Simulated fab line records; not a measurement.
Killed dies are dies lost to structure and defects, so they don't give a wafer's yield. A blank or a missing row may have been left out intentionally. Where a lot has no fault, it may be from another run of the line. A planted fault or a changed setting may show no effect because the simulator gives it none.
Matching of chambers ; flow n5Finfet ; 4 sister chambers for N5_MOL_CONTACT_COAG_STRIP_96 on rieDiel-05
The step strips in N2/H2. 4 wafers are shown with their chamber, then 7 later ones without.

EACH WAFER AND ITS CHAMBER
wafer;chamber;showerheadPlenumPTorr (Torr)
L086.1;0;3.54
L086.5;2;3.59
L089.3;3;3.32
L089.4;1;3.19

WAFERS WITH NO CHAMBER GIVEN
wafer;showerheadPlenumPTorr (Torr)
L089.6;3.19
L093.1;3.19
L093.2;3.59
L093.5;3.19
L096.1;3.31
L096.2;3.52
L096.3;3.18

WHICH CHAMBER EACH ONE RAN IN
wafer;from the rows above;in truth
L089.6;1;1
L093.1;1;1
L093.2;2;2
L093.5;1;1
L096.1;3;3
L096.2;0;0
L096.3;1;1
Correctly placed: 7 of 7. From these rows, 0 cannot be placed. 0 placed wrongly.
How it was worked out, from the rows above alone: a wafer's distance from a chamber is the root of the sum, over the readings, of the square of ((its reading less the chamber's mean) divided by the reading's scatter). If the next closest chamber is less than 2 further off than the closest, the wafer can't be placed; otherwise it belongs to the closest. For every chamber, the mean is computed from those of its wafers that are shown. The scatter: root of mean squared gap, hidden wafer to nearest shown wafer, with one shown wafer a chamber.
